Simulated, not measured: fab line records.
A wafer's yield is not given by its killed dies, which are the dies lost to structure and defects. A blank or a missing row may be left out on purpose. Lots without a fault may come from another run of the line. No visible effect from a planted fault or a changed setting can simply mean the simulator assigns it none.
The tool behind it: which one? + flow nand-harc + 12 lots (36 wafers sampled), 1 step of a 1302-step route

WHAT THE GAUGES READ, wafer by wafer
NHARC_A_ONON_D2_THK_MEAS_30: measures by ellipsometry.
| lot  | measured     | on            | thk-nm (nm)    |
|------|--------------|---------------|----------------|
| L075 | day 13 13:04 | film-metro-02 | 1008 1008 1008 |
| L077 | day 14 05:29 | film-metro-02 | 1007 1007 1007 |
| L080 | day 15 01:31 | film-metro-01 | 1007 1004 1007 |
| L081 | day 15 20:23 | film-metro-02 | 1003 999 1001  |
| L084 | day 17 02:40 | film-metro-01 | 1009 1008 1008 |
| L086 | day 17 16:46 | film-metro-02 | 997 1000 999   |
| L087 | day 18 12:40 | film-metro-01 | 998 997 995    |
| L088 | day 18 19:57 | film-metro-02 | 1002 1001 1003 |
| L091 | day 19 19:36 | film-metro-01 | 997 997 997    |
| L093 | day 20 18:39 | film-metro-02 | 987 986 985    |
| L096 | day 21 17:10 | film-metro-02 | 1006 1005 1006 |
| L097 | day 22 19:19 | film-metro-02 | 981 980 982    |

WHAT TOOL EACH LOT RAN ON (gives the tool, then ch and the chambers of the sampled wafers, and finally the start)
The record holds no process step before these readings.

THE ANSWER, worked out from the rows above alone
Rule: the usual values come from the lots themselves. The widest of any qualifying gaps counts: lots, ordered by their means at a reading, are off when they make up no more than a third of the lots, leave a main group of 4 or more, and stand apart from it by 3 or more times the standard deviation of that group's means. The tables above print the reading to a certain number of digits; a main group whose means all agree to those digits is not used. A lot without any number at a reading at which 4 lots or more have one is off too. Any other lot the step has rows for is counted as sound.
Nothing can be told from this: no lot is off at any reading shown.

WHAT THE SIMULATOR HAD PUT IN
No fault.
